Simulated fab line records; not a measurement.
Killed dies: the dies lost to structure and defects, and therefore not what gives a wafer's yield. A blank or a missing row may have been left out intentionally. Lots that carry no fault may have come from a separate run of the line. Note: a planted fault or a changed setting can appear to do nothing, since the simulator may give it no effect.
fab line records	flow nandHarc
[record] lots = 24	wafers = 72	lastDay = 25
route steps=1159 shown A_STAIRCASE@668 A_SGD_CUT@767
lots untouched by any fault: they come from a run of this same line in which no faults occurred
startH: start of the lot's first displayed wafer, in hours after the record's first day	waitH: hours elapsed since this lot's preceding step	" same as the row above	L1.1+2: one row covering several wafers at once	- value missing, or start not given	* or withheld: withheld	< > ~ a bound
route shown NAME@n: NAME is a module with steps in the file, n the number in the route of the first one	usual: mean and standard deviation over wafers with no fault	same: alike in all rows	chamber/n: place in a boat	sites: each site's reading	_std_site: how widely they spread, as a standard deviation	_edge_site: the outer-site mean with the inner-site mean subtracted	radiusMm: how far each site lies from the wafer's centre	mask NAME#n: copy n	behind: the last tool/chamber to shape the wafer	hold: reason for holding the lot/hours on hold/outcome of the hold	device: whichever transistor did not switch (one of n, p or np)	end of line: the same wafers' tests at the end of the route	a step with no rows: only its recipe	killed: not the wafer's yield, but the dies lost to structure and defects at the first sort	map: a wafer's dies, marking killed ones x, the rest . and places with no die _
set.NAME: the setting the step ran with; set.NAME@STEP: the setting that earlier step ran with	model.NAME: the simulator's own value behind a step, which no gauge read
route steps across a sampled set of lots; one table per step, one row per wafer
services: a tool's chamber out of use, with start hour (startH, from the record's first day; less than 0 if before it), hours out, and reason
[[steps]]
[step NHARC_A_STAIRCASE_ETCH_452]
[recipe] targetDepthA = 300	overetchA = 30	timeS = 16.5	ionEnergyEv = 100	cf4FlowSccm = 80	o2FlowSccm = 20	arFlowSccm = 0	rfW = 300	biasW = 100	chemistry = CF4/O2
[usual] drypumpMotorCurrentA = 5.7/0.47	oesProductAu = 1.001/0.014	rfVppV = 197.0/1.4	showerheadPlenumPTorr = 1.30/0.056	throttleValvePct = 13.397/0.008
lot.wafer	tool	chamber	startH	waitH	drypumpMotorCurrentA	oesProductAu	rfHoursCounterH	rfVppV	showerheadPlenumPTorr	throttleValvePct
L074.4	rieDiel-13	3	-	-	6.1	0.970	48	200.7	1.44	13.399
L074.2	"	1	"	"	5.9	0.999	47	198.3	1.30	13.394
L074.6	"	3	"	"	6.1	0.983	-	200.6	1.44	13.396
L075.4	rieDiel-08	0	-	-	5.4	1.009	46	195.6	1.28	13.405
L075.5	"	2	"	"	5.0	0.987	-	196.7	1.27	13.396
L075.6	"	3	"	"	5.3	1.007	-	197.4	1.25	13.391
L076.1	rieDiel-05	0	-	-	5.4	0.990	33	196.9	1.28	13.407
L076.4	"	2	"	"	6.1	1.008	37	197.3	1.30	13.397
L076.6	"	3	"	"	5.7	1.005	-	195.8	1.29	13.401
L078.3	rieDiel-08	2	-	-	5.0	0.985	48	198.3	1.27	13.390
L078.5	"	1	"	"	6.0	1.020	-	195.2	1.26	13.405
L078.6	"	2	"	"	5.0	0.989	-	197.5	1.27	13.403
L077.3	rieDiel-13	0	-	-	6.2	1.002	57	196.8	1.27	13.392
L077.6	"	3	"	"	6.2	0.978	-	199.8	1.43	13.405
L077.5	"	0	"	"	6.2	0.998	-	195.4	1.27	13.403
L079.1	rieDiel-08	3	-	-	5.3	1.021	54	194.3	1.24	13.396
L079.2	"	2	"	"	5.0	0.998	52	197.0	1.27	13.390
L079.5	"	0	"	"	5.4	1.021	-	196.8	1.28	13.398
L082.3	rieDiel-13	3	302.01	-	6.1	0.995	7	199.8	1.43	13.400
L082.4	"	0	"	"	6.2	1.021	7	197.3	1.26	13.401
L082.5	"	0	"	"	6.2	1.019	-	197.4	1.26	13.384
L080.3	rieDiel-05	3	-	-	5.8	0.998	42	197.8	1.29	13.401
L080.2	"	0	"	"	5.4	0.989	49	197.0	1.28	13.394
L080.1	"	1	"	"	6.5	0.994	50	198.1	1.40	13.399
L081.4	rieDiel-13	3	-	-	6.1	0.994	11	200.3	1.43	13.397
L081.1	"	0	"	"	6.2	1.013	9	196.4	1.26	13.401
L081.5	"	3	"	"	6.1	0.990	-	199.8	1.43	13.400
L083.3	rieDiel-05	0	-	-	5.4	0.998	52	198.3	1.28	13.401
L083.2	"	3	"	"	5.7	0.996	45	198.2	1.29	13.406
L083.5	"	1	"	"	6.5	0.998	-	198.9	1.40	13.402
L084.1	rieDiel-13	2	-	-	5.0	0.989	15	197.8	1.31	13.398
L084.2	"	3	"	"	6.1	0.994	15	199.2	1.43	13.392
L084.6	"	1	"	"	6.0	0.983	-	197.8	1.30	13.388
L085.1	rieDiel-08	3	-	-	5.3	1.010	2	195.5	1.24	13.377
L085.3	"	0	"	"	5.4	0.992	3	196.7	1.27	13.405
L085.2	"	1	"	"	6.0	1.007	3	195.6	1.25	13.397
L087.1	rieDiel-08	1	-	-	6.0	1.008	9	194.0	1.25	13.394
L087.6	"	1	"	"	6.0	1.003	-	195.4	1.25	13.398
L087.4	"	2	"	"	5.0	0.986	-	196.1	1.27	13.414
L086.1	rieDiel-13	1	-	-	6.0	0.981	19	197.8	1.30	13.417
L086.2	"	3	"	"	6.2	0.995	19	198.6	1.43	13.380
L086.6	"	2	"	"	5.0	0.988	-	198.2	1.31	13.403
L088.3	rieDiel-13	0	-	-	6.2	1.016	19	195.1	1.26	13.403
L088.1	"	2	"	"	5.0	0.976	21	197.9	1.31	13.405
L088.5	"	0	"	"	6.2	1.011	-	195.6	1.26	13.395
L090.3	rieDiel-05	0	-	-	5.4	1.004	63	196.7	1.27	13.396
L090.2	"	2	"	"	6.1	1.009	61	197.6	1.30	13.397
L090.6	"	3	"	"	5.7	1.007	-	196.8	1.29	13.396
L089.1	rieDiel-08	3	-	-	5.3	1.022	15	195.6	1.24	13.393
L089.4	"	0	"	"	5.4	1.001	11	196.8	1.27	13.405
L089.5	"	0	"	"	5.4	1.001	-	197.6	1.27	13.405
L091.2	rieDiel-08	0	-	-	5.4	0.994	12	196.8	1.27	13.383
L091.3	"	1	"	"	6.0	1.007	15	195.7	1.25	13.412
L091.5	"	1	"	"	6.0	1.016	-	197.0	1.25	13.409
L092.3	rieDiel-13	3	-	-	6.1	0.991	30	199.6	1.43	13.398
L092.5	"	3	"	"	6.1	1.003	-	198.0	1.43	13.407
L092.6	"	1	"	"	6.0	0.980	-	196.8	1.30	13.391
L094.3	rieDiel-08	0	-	-	5.5	0.989	17	195.6	1.27	13.392
L094.2	"	1	"	"	6.0	1.011	20	196.1	1.25	13.404
L094.5	"	0	"	"	5.5	0.996	-	197.8	1.27	13.393
L093.4	rieDiel-08	0	-	-	5.4	0.997	19	197.4	1.27	13.391
L093.2	"	2	"	"	5.0	0.988	22	196.1	1.26	13.398
L093.5	"	1	"	"	6.0	1.007	-	196.2	1.25	13.418
L095.1	rieDiel-05	1	-	-	6.5	1.026	16	198.7	1.40	13.379
L095.3	"	3	"	"	5.8	0.996	10	198.2	1.28	13.400
L095.5	"	1	"	"	6.5	1.027	-	199.3	1.40	13.385
L097.1	rieDiel-05	1	-	-	6.5	1.024	17	200.2	1.40	13.407
L097.6	"	2	"	"	6.1	1.019	-	196.9	1.29	13.399
L097.5	"	3	"	"	5.7	1.000	-	197.4	1.28	13.393
L096.3	rieDiel-08	3	-	-	5.3	1.012	31	195.4	1.24	13.400
L096.5	"	1	"	"	6.0	1.014	-	195.7	1.25	13.394
L096.6	"	2	"	"	5.0	0.982	-	195.3	1.26	13.400
[step NHARC_A_STAIRCASE_DEP_322]
[recipe] targetThkA = 38000	tempC = 400	targetThkNm = 3800	teosFlowSccm = 200	rfW = 500	material = SiO2
[usual] heaterPowerW = 658/120
lot.wafer	tool	chamber	startH	waitH	heaterPowerW
L074.2	pecvd-01	2	284.80	0.2	639
L074.6	"	2	"	"	519
L074.4	"	0	"	"	653
L076.1	pecvd-04	1	292.12	0.3	894
L076.6	"	2	"	"	501
L076.4	"	0	"	"	682
L075.6	pecvd-01	1	292.21	0.3	522
L075.5	"	2	"	"	521
L075.4	"	0	"	"	652
L078.3	pecvd-04	0	298.38	0.2	767
L078.5	"	0	"	"	676
L078.6	"	1	"	"	750
L077.3	pecvd-04	0	304.19	0.2	681
L077.5	"	2	"	"	516
L077.6	"	0	"	"	665
L079.2	pecvd-01	2	308.17	0.1	631
L079.1	"	1	"	"	639
L079.5	"	2	"	"	528
L080.1	pecvd-04	0	340.03	0.1	751
L080.2	"	1	"	"	893
L080.3	"	2	"	"	610
L082.3	pecvd-03	1	340.05	0.1	516
L082.5	"	1	"	"	502
L082.4	"	2	"	"	719
L081.1	pecvd-01	2	340.08	0.2	635
L081.4	"	1	"	"	526
L081.5	"	0	"	"	633
L084.1	pecvd-03	0	350.03	0.1	741
L084.2	"	1	"	"	631
L084.6	"	0	"	"	612
L083.2	pecvd-04	1	350.03	0.1	911
L083.3	"	2	"	"	570
L083.5	"	2	"	"	525
L085.3	pecvd-01	2	350.20	0.2	651
L085.1	"	0	"	"	681
L085.2	"	1	"	"	549
L086.2	pecvd-01	1	360.84	0.2	638
L086.1	"	0	"	"	735
L086.6	"	2	"	"	523
L087.1	pecvd-04	2	360.89	0.3	617
L087.6	"	1	"	"	730
L087.4	"	2	"	"	511
L090.2	pecvd-04	2	365.54	0.1	629
L090.3	"	0	"	"	665
L090.6	"	2	"	"	517
L088.1	pecvd-03	1	365.66	0.2	626
L088.3	"	2	"	"	908
L088.5	"	1	"	"	497
L089.1	pecvd-03	1	382.79	0.2	519
L089.4	"	0	"	"	601
L089.5	"	1	"	"	497
L091.3	pecvd-01	2	387.19	0.1	615
L091.2	"	1	"	"	557
L091.5	"	0	"	"	652
L092.3	pecvd-03	1	393.14	0.1	604
L092.6	"	1	"	"	504
L092.5	"	0	"	"	616
L094.2	pecvd-01	0	393.24	0.2	640
L094.3	"	1	"	"	633
L094.5	"	1	"	"	518
L093.2	pecvd-04	1	404.89	0.3	922
L093.4	"	2	"	"	478
L093.5	"	1	"	"	729
L096.3	pecvd-04	0	426.04	0.3	862
L096.5	"	2	"	"	502
L096.6	"	0	"	"	693
L095.3	pecvd-03	1	426.16	0.4	595
L095.1	"	2	"	"	863
L095.5	"	1	"	"	492
L097.1	pecvd-04	0	426.72	0.9	803
L097.6	"	2	"	"	489
L097.5	"	0	"	"	696
[step NHARC_A_STAIRCASE_CMP_450]
[recipe] targetThkNm = 200	material = SiO2
[usual] motorCurrentA = 11.9/1	slurryFilterDpKPa = 13.49/0.14
lot.wafer	tool	chamber	startH	waitH	motorCurrentA	slurryFilterDpKPa
L074.2	cmp-03	2	307.10	-	11.0	13.51
L074.4	"	3	"	"	10.4	13.86
L074.6	"	3	"	"	10.0	13.58
L075.4	cmp-04	0	314.96	-	11.1	13.89
L075.6	"	2	"	"	12.1	13.57
L075.5	"	3	"	"	10.0	13.53
L076.1	cmp-02	0	315.04	-	12.0	13.26
L076.4	"	1	"	"	12.4	13.51
L076.6	"	3	"	"	12.8	13.80
L078.3	cmp-03	3	315.48	-	10.2	13.71
L078.6	"	3	"	"	10.1	13.47
L078.5	"	0	"	"	13.1	13.54
L077.3	cmp-03	1	325.63	-	13.1	13.40
L077.5	"	1	"	"	13.9	13.20
L077.6	"	2	"	"	10.7	13.40
L079.1	cmp-03	0	326.20	-	13.2	13.49
L079.2	"	1	"	"	12.9	13.47
L079.5	"	0	"	"	13.2	13.49
L080.3	cmp-04	0	358.00	-	11.3	13.53
L080.1	"	1	"	"	11.7	13.63
L080.2	"	2	"	"	11.9	13.75
L082.4	cmp-04	2	358.18	-	12.4	13.36
L082.3	"	0	"	"	10.6	13.55
L082.5	"	1	"	"	11.2	13.32
L081.1	cmp-02	2	358.68	-	12.5	13.57
L081.4	"	3	"	"	13.1	13.46
L081.5	"	2	"	"	12.2	13.30
L084.2	cmp-04	0	368.50	-	10.8	13.54
L084.1	"	3	"	"	9.9	13.27
L084.6	"	0	"	"	10.3	13.38
L085.3	cmp-04	1	369.43	-	12.1	13.53
L085.2	"	3	"	"	10.2	13.44
L085.1	"	0	"	"	10.8	13.27
L083.2	cmp-02	1	369.73	-	12.8	13.37
L083.3	"	3	"	"	12.5	13.42
L083.5	"	1	"	"	12.6	13.52
L087.4	cmp-04	1	378.77	-	12.4	13.55
L087.1	"	2	"	"	12.1	13.80
L087.6	"	3	"	"	10.1	13.45
L086.1	cmp-04	2	378.93	-	11.8	13.84
L086.2	"	1	"	"	11.6	13.52
L086.6	"	2	"	"	12.2	13.30
L090.2	cmp-02	2	384.18	-	13.2	13.36
L090.3	"	0	"	"	11.9	13.47
L090.6	"	1	"	"	13.2	13.37
L088.3	cmp-03	3	384.32	-	10.8	13.42
L088.1	"	2	"	"	11.0	13.71
L088.5	"	3	"	"	11.0	13.37
L089.1	cmp-02	0	405.66	-	12.8	13.47
L089.4	"	1	"	"	13.1	13.96
L089.5	"	3	"	"	12.9	13.41
L094.2	cmp-04	3	411.41	-	10.5	13.55
L094.3	"	1	"	"	11.7	13.53
L094.5	"	3	"	"	10.3	13.62
L092.3	cmp-02	3	411.70	-	12.8	13.41
L092.6	"	0	"	"	11.7	13.59
L092.5	"	1	"	"	12.5	13.26
L091.2	cmp-03	1	411.87	-	12.6	13.29
L091.3	"	3	"	"	10.6	13.50
L091.5	"	2	"	"	10.3	13.59
L093.2	cmp-02	0	433.07	-	12.0	13.33
L093.4	"	2	"	"	12.4	13.63
L093.5	"	1	"	"	12.0	13.45
L096.3	cmp-02	2	451.27	-	12.5	13.77
L096.5	"	1	"	"	12.3	13.55
L096.6	"	2	"	"	12.7	13.57
L095.1	cmp-04	2	451.28	-	12.2	13.44
L095.3	"	0	"	"	11.0	13.60
L095.5	"	2	"	"	12.4	13.33
L097.1	cmp-02	0	451.57	-	11.8	13.31
L097.5	"	2	"	"	12.4	13.50
L097.6	"	3	"	"	12.3	13.63
[step NHARC_A_STAIRCASE_CMP_152]
[usual] motorCurrentA = 11.9/1	slurryFilterDpKPa = 13.49/0.13
lot.wafer	tool	chamber	startH	waitH	motorCurrentA	slurryFilterDpKPa
L074.2	cmp-03	2	307.18	0.1	10.6	13.50
L074.4	"	3	"	"	10.1	13.69
L074.6	"	3	"	"	10.7	13.48
L075.4	cmp-04	0	315.04	0.1	10.3	13.50
L075.6	"	2	"	"	11.9	13.28
L075.5	"	3	"	"	9.7	13.59
L076.1	cmp-02	0	315.12	0.1	12.6	13.62
L076.4	"	1	"	"	11.7	13.28
L076.6	"	3	"	"	12.3	13.52
L078.3	cmp-03	3	315.55	0.1	10.9	13.43
L078.6	"	3	"	"	10.4	13.26
L078.5	"	0	"	"	12.4	13.60
L077.3	cmp-03	1	325.70	0.1	13.0	13.30
L077.5	"	1	"	"	13.9	13.66
L077.6	"	2	"	"	10.3	13.50
L079.1	cmp-03	0	326.27	0.1	13.1	13.36
L079.2	"	1	"	"	13.3	13.47
L079.5	"	0	"	"	12.7	13.23
L080.3	cmp-04	0	358.07	0.1	10.9	13.46
L080.1	"	1	"	"	11.5	13.53
L080.2	"	2	"	"	11.8	13.43
L082.4	cmp-04	2	358.26	0.1	12.1	13.53
L082.3	"	0	"	"	11.1	13.41
L082.5	"	1	"	"	11.7	13.50
L081.1	cmp-02	2	358.75	0.1	12.3	13.71
L081.4	"	3	"	"	13.4	13.76
L081.5	"	2	"	"	12.3	13.40
L084.2	cmp-04	0	368.58	0.1	11.2	13.68
L084.1	"	3	"	"	10.5	13.51
L084.6	"	0	"	"	10.2	13.38
L085.3	cmp-04	1	369.51	0.1	11.9	13.49
L085.2	"	3	"	"	9.3	13.46
L085.1	"	0	"	"	10.9	13.59
L083.2	cmp-02	1	369.80	0.1	12.8	13.24
L083.3	"	3	"	"	12.5	13.56
L083.5	"	1	"	"	12.5	13.39
L087.4	cmp-04	1	378.84	0.1	12.1	13.44
L087.1	"	2	"	"	12.1	13.57
L087.6	"	3	"	"	10.3	13.37
L086.1	cmp-04	2	379.01	0.1	12.0	13.41
L086.2	"	1	"	"	12.2	13.55
L086.6	"	2	"	"	11.7	13.55
L090.2	cmp-02	2	384.25	0.1	12.6	13.45
L090.3	"	0	"	"	11.8	13.38
L090.6	"	1	"	"	12.8	13.39
L088.3	cmp-03	3	384.40	0.1	10.4	13.41
L088.1	"	2	"	"	10.4	13.55
L088.5	"	3	"	"	10.6	13.54
L089.1	cmp-02	0	405.74	0.1	11.7	13.60
L089.4	"	1	"	"	12.7	13.64
L089.5	"	3	"	"	12.6	13.47
L094.2	cmp-04	3	411.48	0.1	10.1	13.50
L094.3	"	1	"	"	12.1	13.64
L094.5	"	3	"	"	10.2	13.47
L092.3	cmp-02	3	411.78	0.1	12.3	13.39
L092.6	"	0	"	"	12.2	13.56
L092.5	"	1	"	"	12.0	13.54
L091.2	cmp-03	1	411.94	0.1	13.0	13.48
L091.3	"	3	"	"	10.4	13.62
L091.5	"	2	"	"	10.9	13.40
L093.2	cmp-02	0	433.15	0.1	12.1	13.41
L093.4	"	2	"	"	12.2	13.41
L093.5	"	1	"	"	11.7	13.54
L096.3	cmp-02	2	451.34	0.1	12.4	13.48
L096.5	"	1	"	"	12.0	13.55
L096.6	"	2	"	"	12.8	13.27
L095.1	cmp-04	2	451.35	0.1	11.9	13.65
L095.3	"	0	"	"	10.5	13.45
L095.5	"	2	"	"	13.0	13.50
L097.1	cmp-02	0	451.65	0.1	12.8	13.40
L097.5	"	2	"	"	12.1	13.64
L097.6	"	3	"	"	13.7	13.69
[step NHARC_A_STAIRCASE_INSPECT_155]
[usual] rawDefectCount = 329/91
lot.wafer	tool	chamber	startH	waitH	rawDefectCount
L074.2	defectInspect-01	-	308.93	0.1	385
L074.4	"	-	"	"	399
L074.6	"	-	"	"	335
L075.4	defectInspect-01	-	316.85	0.1	177
L075.5	"	-	"	"	143
L075.6	"	-	"	"	209
L076.1	defectInspect-02	-	316.89	0.1	483
L076.4	"	-	"	"	342
L076.6	"	-	"	"	281
L078.3	defectInspect-01	-	317.33	0.1	389
L078.5	"	-	"	"	393
L078.6	"	-	"	"	463
L077.3	defectInspect-02	-	327.45	0.1	196
L077.5	"	-	"	"	269
L077.6	"	-	"	"	257
L079.1	defectInspect-02	-	328.09	0.1	552
L079.2	"	-	"	"	382
L079.5	"	-	"	"	255
L080.1	defectInspect-02	-	359.84	0.1	329
L080.2	"	-	"	"	246
L080.3	"	-	"	"	266
L082.3	defectInspect-01	-	360.08	0.1	345
L082.4	"	-	"	"	494
L082.5	"	-	"	"	266
L081.1	defectInspect-02	-	360.59	0.1	284
L081.4	"	-	"	"	311
L081.5	"	-	"	"	300
L084.1	defectInspect-02	-	370.31	0.1	216
L084.2	"	-	"	"	239
L084.6	"	-	"	"	340
L085.1	defectInspect-01	-	371.31	0.1	315
L085.2	"	-	"	"	249
L085.3	"	-	"	"	325
L083.2	defectInspect-02	-	372.19	0.1	385
L083.3	"	-	"	"	375
L083.5	"	-	"	"	311
L087.1	defectInspect-01	-	380.63	0.1	377
L087.4	"	-	"	"	347
L087.6	"	-	"	"	331
L086.1	defectInspect-01	-	380.79	0.1	263
L086.2	"	-	"	"	253
L086.6	"	-	"	"	207
L090.2	defectInspect-02	-	385.99	0.1	353
L090.3	"	-	"	"	302
L090.6	"	-	"	"	315
L088.1	defectInspect-02	-	386.17	0.1	360
L088.3	"	-	"	"	287
L088.5	"	-	"	"	287
L089.1	defectInspect-01	-	407.45	0.1	253
L089.4	"	-	"	"	328
L089.5	"	-	"	"	271
L094.2	defectInspect-01	-	413.30	0.1	353
L094.3	"	-	"	"	317
L094.5	"	-	"	"	347
L092.3	defectInspect-02	-	413.61	0.1	504
L092.5	"	-	"	"	600
L092.6	"	-	"	"	357
L091.2	defectInspect-01	-	413.76	0.1	183
L091.3	"	-	"	"	641
L091.5	"	-	"	"	274
L093.2	defectInspect-01	-	435.10	0.1	234
L093.4	"	-	"	"	429
L093.5	"	-	"	"	342
L096.3	defectInspect-02	-	453.07	0.1	393
L096.5	"	-	"	"	520
L096.6	"	-	"	"	382
L095.1	defectInspect-02	-	453.10	0.1	287
L095.3	"	-	"	"	245
L095.5	"	-	"	"	311
L097.1	defectInspect-02	-	453.42	0.1	251
L097.5	"	-	"	"	414
L097.6	"	-	"	"	197
[step NHARC_A_SGD_CUT_STRIP_17]
[recipe] o2FlowSccm = 500	arFlowSccm = 0	biasW = 0	chemistry = O2
[usual] drypumpMotorCurrentA = 5.6/0.32	oesProductAu = 0.995/0.01	rfVppV = 57.7/0.93	showerheadPlenumPTorr = 3.56/0.14	throttleValvePct = 17.035/0.0089
lot.wafer	tool	chamber	startH	waitH	drypumpMotorCurrentA	oesProductAu	rfHoursCounterH	rfVppV	showerheadPlenumPTorr	throttleValvePct
L074.4	rieDiel-01	3	-	-	4.9	0.981	17	55.7	3.39	17.028
L074.2	"	0	"	"	5.3	0.988	17	58.3	3.64	17.030
L074.6	"	1	"	"	5.7	1.015	-	58.8	3.63	17.028
L075.4	rieDiel-11	1	-	-	5.6	1.006	9	59.2	3.77	17.041
L075.5	"	3	"	"	5.8	1.000	-	57.9	3.38	17.047
L075.6	"	0	"	"	5.6	0.988	-	58.9	3.61	17.038
L076.4	rieDiel-11	0	-	-	5.6	0.997	7	58.5	3.61	17.039
L076.1	"	2	"	"	6.0	1.004	8	56.7	3.30	17.044
L076.6	"	0	"	"	5.7	0.996	-	55.6	3.61	17.040
L078.3	rieDiel-04	3	-	-	5.8	0.989	3	57.6	3.58	17.035
L078.6	"	3	"	"	5.9	0.994	-	60.2	3.58	17.036
L078.5	"	2	"	"	5.4	1.011	-	58.9	3.59	17.045
L077.3	rieDiel-01	3	-	-	4.8	0.988	1	57.8	3.39	17.046
L077.6	"	0	"	"	5.3	0.988	-	57.3	3.64	17.033
L077.5	"	1	"	"	5.7	0.987	-	57.2	3.63	17.028
L079.1	rieDiel-11	2	-	-	6.0	1.011	9	57.6	3.30	17.036
L079.2	"	3	"	"	5.8	1.009	10	57.4	3.38	17.040
L079.5	"	2	"	"	6.0	1.014	-	57.6	3.30	17.041
L080.2	rieDiel-01	3	-	-	4.9	0.982	4	56.8	3.39	17.028
L080.1	"	1	"	"	5.7	0.993	4	58.1	3.63	17.022
L080.3	"	2	"	"	5.4	1.001	4	58.6	3.51	17.045
L082.4	rieDiel-11	0	-	-	5.7	1.000	10	57.9	3.61	17.031
L082.3	"	2	"	"	6.1	1.027	11	57.7	3.30	17.034
L082.5	"	0	"	"	5.6	1.008	-	58.9	3.61	17.049
L081.1	rieDiel-04	2	-	-	5.4	1.003	6	58.1	3.58	17.028
L081.4	"	0	"	"	6.2	0.997	5	57.7	3.76	17.040
L081.5	"	2	"	"	5.4	1.007	-	57.9	3.58	17.037
L084.2	rieDiel-01	0	-	-	5.3	0.986	5	57.7	3.64	17.027
L084.1	"	2	"	"	5.4	0.983	5	56.5	3.51	17.048
L084.6	"	0	"	"	5.3	0.987	-	58.5	3.64	17.027
L085.2	rieDiel-04	3	-	-	5.8	1.004	7	57.0	3.58	17.029
L085.1	"	0	"	"	6.2	1.003	6	59.0	3.76	17.034
L085.3	"	1	"	"	5.7	1.004	7	57.9	3.58	17.034
L083.3	rieDiel-01	3	-	-	4.9	0.979	5	58.0	3.39	17.032
L083.2	"	0	"	"	5.3	0.999	5	57.9	3.64	17.037
L083.5	"	0	"	"	5.3	0.992	-	58.2	3.64	17.024
L087.4	rieDiel-04	0	-	-	6.2	0.990	7	58.5	3.76	17.031
L087.1	"	2	"	"	5.4	0.998	8	56.8	3.58	17.046
L087.6	"	0	"	"	6.2	1.001	-	57.7	3.76	17.039
L086.1	rieDiel-01	1	-	-	5.7	0.982	7	58.4	3.63	17.047
L086.2	"	3	"	"	4.9	0.988	6	57.1	3.39	17.043
L086.6	"	0	"	"	5.3	0.982	-	58.9	3.64	17.043
L090.3	rieDiel-11	2	-	-	6.0	0.992	1	55.7	3.30	17.029
L090.2	"	3	"	"	5.8	0.998	1	57.9	3.38	17.027
L090.6	"	2	"	"	6.0	0.995	-	56.1	3.30	17.055
L088.3	rieDiel-01	1	-	-	5.7	0.988	7	56.9	3.63	17.042
L088.1	"	2	"	"	5.4	1.009	7	57.8	3.51	17.032
L088.5	"	0	"	"	5.3	0.997	-	58.0	3.64	17.032
L089.4	rieDiel-11	0	-	-	5.6	0.984	2	57.4	3.61	17.024
L089.1	"	1	"	"	5.6	0.991	2	57.7	3.77	17.047
L089.5	"	2	"	"	6.0	0.985	-	57.1	3.30	17.042
L094.2	rieDiel-01	0	-	-	5.3	0.980	10	59.7	3.64	17.035
L094.3	"	2	"	"	5.4	1.017	11	57.6	3.51	17.032
L094.5	"	0	"	"	5.3	0.988	-	56.9	3.64	17.035
L092.3	rieDiel-04	2	-	-	5.4	1.007	11	55.9	3.58	17.044
L092.5	"	2	"	"	5.4	1.000	-	58.2	3.58	17.038
L092.6	"	3	"	"	5.8	1.000	-	57.9	3.58	17.029
L091.2	rieDiel-11	0	-	-	5.7	0.978	2	59.6	3.61	17.032
L091.3	"	3	"	"	5.8	0.997	3	56.9	3.38	17.031
L091.5	"	0	"	"	5.6	0.991	-	57.8	3.61	17.026
L093.2	rieDiel-04	2	-	-	5.4	1.002	12	57.4	3.58	17.023
L093.5	"	2	"	"	5.4	1.002	-	58.5	3.58	17.039
L093.4	"	3	"	"	5.8	0.996	-	57.3	3.58	17.041
L096.3	rieDiel-04	0	-	-	6.1	0.993	16	58.5	3.76	17.024
L096.6	"	2	"	"	5.4	1.003	-	57.8	3.58	17.027
L096.5	"	3	"	"	5.8	0.997	-	59.3	3.57	17.017
L095.1	rieDiel-11	2	-	-	6.1	1.006	6	57.2	3.30	17.024
L095.3	"	1	"	"	5.6	0.974	6	57.6	3.76	17.056
L095.5	"	3	"	"	5.8	0.983	-	58.0	3.38	17.042
L097.1	rieDiel-01	1	-	-	5.7	0.985	17	60.5	3.62	17.020
L097.5	"	1	"	"	5.7	0.991	-	58.4	3.62	17.026
L097.6	"	3	"	"	4.9	0.984	-	57.4	3.39	17.045
[[services]]
tool	chamber	startH	hours	kind
pecvd-04	-	230.87	0.7	repair
rieDiel-08	0	230.90	4.1	repair
cmp-04	-	239.84	0.8	repair
rieDiel-08	2	253.28	3.2	repair
cmp-03	-	254.00	4.0	pm
rieDiel-01	2	264.26	3.1	repair
rieDiel-08	3	287.17	3.8	repair
cmp-04	-	301.15	4.0	pm
cmp-03	-	312.40	2.4	repair
cmp-02	-	323.24	3.2	repair
rieDiel-08	0	328.04	12.9	repair
cmp-03	-	352.02	4.0	pm
pecvd-04	1	362.13	5.7	repair
cmp-04	-	366.37	0.5	repair
pecvd-04	-	376.36	13.0	pm
cmp-04	-	399.15	4.0	pm
cmp-03	-	421.20	0.4	repair
cmp-04	-	421.29	1.1	repair
cmp-02	-	424.41	4.0	pm
cmp-04	-	427.32	1.1	repair
cmp-02	-	429.89	0.8	repair
cmp-04	-	442.67	0.4	repair
cmp-03	-	444.97	3.8	repair
cmp-03	-	450.02	4.0	pm
[[key]]
fault none
